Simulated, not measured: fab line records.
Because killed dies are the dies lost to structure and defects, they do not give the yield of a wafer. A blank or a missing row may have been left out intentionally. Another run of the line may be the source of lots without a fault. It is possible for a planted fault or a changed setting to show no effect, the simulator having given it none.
Chamber matching + flow n5-finfet + N5_STI_FIN_REVEAL_ALD_00 on ald-sin-03: 4 sister chambers
The step deposits SiO2, target thk 1 nm, pulse time 1 s. 4 wafers are shown with their chamber, then 9 later ones without.

## WAFERS, EACH WITH ITS CHAMBER
| wafer  | chamber | heater-power-w (W) |
|--------|---------|--------------------|
| L076.6 | 1       | 460                |
| L082.1 | 2       | 416                |
| L082.4 | 3       | 498                |
| L082.5 | 0       | 577                |

## WAFERS WHOSE CHAMBER IS MISSING
| wafer  | heater-power-w (W) |
|--------|--------------------|
| L083.1 | 571                |
| L083.2 | 501                |
| L083.3 | 463                |
| L096.2 | 486                |
| L096.3 | 423                |
| L096.4 | 592                |
| L097.1 | 485                |
| L097.3 | 577                |
| L097.6 | 499                |

## WHICH CHAMBER EACH WENT THROUGH
| wafer  | from the rows above     | in truth |
|--------|-------------------------|----------|
| L083.1 | 0                       | 0        |
| L083.2 | 3                       | 3        |
| L083.3 | 1                       | 1        |
| L096.2 | can't be placed: 3 or 1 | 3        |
| L096.3 | 2                       | 2        |
| L096.4 | 0                       | 0        |
| L097.1 | can't be placed: 3 or 1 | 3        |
| L097.3 | 0                       | 0        |
| L097.6 | 3                       | 3        |
Placed correctly: 7 of 9. Can't be placed from these rows: 2 (the true chamber is among the candidates in 2). Placed wrongly: 0.
How it was worked out, from the rows above alone: a wafer's distance from a chamber is the root of the sum, over the readings, of the square of ((its reading less the chamber's mean) divided by the reading's scatter). The wafer belongs to the nearest chamber; if the next one is less than 2 further off, it can't be placed. Each chamber's mean is taken over the wafers shown for it. The scatter: root of mean squared gap, hidden wafer to nearest shown wafer, with one shown wafer a chamber.
